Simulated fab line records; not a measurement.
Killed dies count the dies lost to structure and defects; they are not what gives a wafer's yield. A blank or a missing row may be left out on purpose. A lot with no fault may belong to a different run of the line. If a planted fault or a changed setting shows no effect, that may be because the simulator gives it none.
Check for tools in common	flow n5 finfet	11 lots, 31 wafers sampled

## WHY THIS WAS OPENED
At N5_BEOL_M4_RC_MEAS_101 the reading RS_PWELL is flagged on 2 of 11 lots. Wafers without a fault read 3006 ohm/sq, standard deviation 23.
Rule: a lot is flagged in two cases, either no wafer of it has a number, or all its wafers with numbers fall more than 4 standard deviations from that mean. The other lots count as sound.

lot	measured	on	RS_PWELL (ohm/sq), wafer by wafer	flag
L923	day 8 06:41	prober-02	2999 2999	
L924	day 8 08:42	prober-02	2990 3002 2976	
L925	day 9 04:30	prober-02	3001 2972 3002	
L927	day 9 09:05	prober-01	2989 3023 3010	
L931	day 10 07:07	prober-01	3053 3032	
L932	day 10 21:11	prober-02	3050 3007 3017	
L933	day 11 01:13	prober-01	2995 3005 2991	
L934	day 11 03:32	prober-01	3021 3041 3023	
L942	day 13 02:31	prober-02	2275 2273 2288	FLAGGED
L944	day 13 17:52	prober-01	2259 2255 2236	FLAGGED
L945	day 14 04:28	prober-02	3013 3016 3010	
Average over the flagged lots: 2264 ohm/sq; offset from the usual -742 ohm/sq, equal to -32 standard deviations.

## WHICH TOOL RAN EACH LOT
The record holds 3 process steps before the reading, out of a route of 1938 steps. Each cell gives the tool, then ch followed by the chambers the sampled wafers passed through, then the start.
lot	flag	N5_ZERO_LAYER_ETCH_18	N5_WELL_APT_IMPLANT_32	N5_PMOS_HMC_CHANNEL_EPI_CMP_21
L923		rie si-03 ch 2,3, day 1 12:48	implanter-01 ch 0, day 1 15:14	cmp-01 ch 1,2, day 1 19:32
L924		rie si-02 ch 1,3, day 1 18:47	implanter-02 ch 0, day 1 21:39	cmp-04 ch 1,2, day 2 01:30
L925		rie si-02 ch 1,2,3, day 2 00:55	implanter-01 ch 0, day 2 03:58	cmp-02 ch 0,1,2, day 2 08:13
L927		rie si-02 ch 0,1,3, day 2 13:02	implanter-01 ch 0, day 2 15:31	cmp-01 ch 0,2,3, day 2 19:38
L931		rie si-03 ch 0,3, day 3 12:58	implanter-02 ch 0, day 3 15:37	cmp-01 ch 1,2, day 3 20:23
L932		rie si-03 ch 0,1,2, day 3 18:55	implanter-01 ch 0, day 4 00:15	cmp-01 ch 0,3, day 4 04:31
L933		rie si-06 ch 0,2,3, day 4 00:50	implanter-02 ch 0, day 4 04:33	cmp-01 ch 0,1,3, day 4 08:52
L934		rie si-06 ch 0,1,3, day 4 06:55	implanter-02 ch 0, day 4 09:18	cmp-01 ch 1,2, day 4 13:35
L942	FLAGGED	rie si-02 ch 1,2,3, day 6 06:56	implanter-01 ch 0, day 6 09:47	cmp-01 ch 0,2,3, day 6 14:22
L944	FLAGGED	rie si-02 ch 1,2,3, day 6 18:55	implanter-01 ch 0, day 6 21:32	cmp-02 ch 0,3, day 7 02:07
L945		rie si-02 ch 1,2, day 7 00:59	implanter-02 ch 0, day 7 03:44	cmp-04 ch 0,2,3, day 7 08:32
These steps, and what they do:
- N5_ZERO_LAYER_ETCH_18: etches Si in HBr/Cl2, target depth 120 nm, time 40 s.
- N5_WELL_APT_IMPLANT_32
- N5_PMOS_HMC_CHANNEL_EPI_CMP_21: polishes SiGe30, target thk 54 nm.
- N5_BEOL_M4_RC_MEAS_101

## FLAGGED AGAINST TOTAL, ONE TOOL AT A TIME (gauges that did the reading follow at the end)
step	tool	lots run	flagged	share of the flagged lots	sound lots run after its first flagged lot
N5_ZERO_LAYER_ETCH_18	rie si-02	6	2	all	1 (L945)
N5_ZERO_LAYER_ETCH_18	rie si-03	3	0	none	-
N5_ZERO_LAYER_ETCH_18	rie si-06	2	0	none	-
N5_WELL_APT_IMPLANT_32	implanter-01	6	2	all	0
N5_WELL_APT_IMPLANT_32	implanter-02	5	0	none	-
N5_PMOS_HMC_CHANNEL_EPI_CMP_21	cmp-01	7	1	some	0
N5_PMOS_HMC_CHANNEL_EPI_CMP_21	cmp-02	2	1	some	0
N5_PMOS_HMC_CHANNEL_EPI_CMP_21	cmp-04	2	0	none	-
N5_BEOL_M4_RC_MEAS_101	prober-01	5	1	some	0
N5_BEOL_M4_RC_MEAS_101	prober-02	6	1	some	1 (L945)

## THE TABLE: WHAT IT ALLOWS
Table rows that saw every flagged lot: 2, namely rie si-02 at N5_ZERO_LAYER_ETCH_18 and implanter-01 at N5_WELL_APT_IMPLANT_32.
- rie si-02 at N5_ZERO_LAYER_ETCH_18: 2 of its 6 lots flagged. Lots that were sound ran on it after the first flagged one (L945); a persistent fault on the entire tool would not allow that.
- implanter-01 at N5_WELL_APT_IMPLANT_32: 2 of its 6 lots flagged. Last sound lot L932 at day 4 00:15, first flagged lot L942 at day 6 09:47; a fault beginning in between fits. Its own readings lie more than 4 standard deviations out on every wafer of the flagged lots: beam energy keV.
Left over: one tool, implanter-01 at N5_WELL_APT_IMPLANT_32.

## WHAT THE SIMULATOR HAD INSERTED
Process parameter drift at N5_WELL_APT_IMPLANT_32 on implanter-01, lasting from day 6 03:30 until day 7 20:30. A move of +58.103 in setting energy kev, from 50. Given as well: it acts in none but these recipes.
Shown lots that were struck: L942, L944. Same finding as the rule above.
